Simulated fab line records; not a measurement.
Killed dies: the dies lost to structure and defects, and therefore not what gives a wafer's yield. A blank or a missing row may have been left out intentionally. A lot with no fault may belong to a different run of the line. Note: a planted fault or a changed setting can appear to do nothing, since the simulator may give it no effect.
Matching of chambers || flow nand harc || NHARC_P_GATE_STRIP_101 on rie diel-13: 4 sister chambers
The step strips in O2, time 20 s. 4 wafers are shown with their chamber, then 7 later ones without.

== WAFERS PAIRED WITH THEIR CHAMBERS ==
{"wafer": "L089.5", "chamber": 2, "oes product au (a.u.)": 1.003}
{"wafer": "L088.1", "chamber": 0, "oes product au (a.u.)": 1.000}
{"wafer": "L088.4", "chamber": 3, "oes product au (a.u.)": 0.991}
{"wafer": "L092.5", "chamber": 1, "oes product au (a.u.)": 0.984}

== WAFERS WITHOUT THEIR CHAMBER ==
{"wafer": "L092.6", "oes product au (a.u.)": 1.003}
{"wafer": "L094.2", "oes product au (a.u.)": 0.986}
{"wafer": "L094.3", "oes product au (a.u.)": 0.982}
{"wafer": "L094.5", "oes product au (a.u.)": 0.978}
{"wafer": "L095.1", "oes product au (a.u.)": 0.991}
{"wafer": "L095.2", "oes product au (a.u.)": 0.980}
{"wafer": "L095.4", "oes product au (a.u.)": 0.998}

== CHAMBER TAKEN BY EACH ==
{"wafer": "L092.6", "from the rows above": "can't be placed: 2 or 0", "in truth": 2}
{"wafer": "L094.2", "from the rows above": "can't be placed: 1 or 3", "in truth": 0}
{"wafer": "L094.3", "from the rows above": 1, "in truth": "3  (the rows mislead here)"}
{"wafer": "L094.5", "from the rows above": 1, "in truth": 1}
{"wafer": "L095.1", "from the rows above": 3, "in truth": 3}
{"wafer": "L095.2", "from the rows above": 1, "in truth": 1}
{"wafer": "L095.4", "from the rows above": "can't be placed: 0 or 2 or 3", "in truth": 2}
Correct placement for 3 of the 7. From these rows, 3 cannot be placed; in 2 the true chamber is one of the candidates. Wrongly placed: 1.
How it was worked out, from the rows above alone: a wafer's distance from a chamber is the root of the sum, over the readings, of the square of ((its reading less the chamber's mean) divided by the reading's scatter). If the next closest chamber is less than 2 further off than the closest, the wafer can't be placed; otherwise it belongs to the closest. Each chamber's mean is taken over the wafers shown for it. The scatter: with one shown wafer a chamber, the root of the mean of the squares of how far each hidden wafer lies from its nearest shown one.
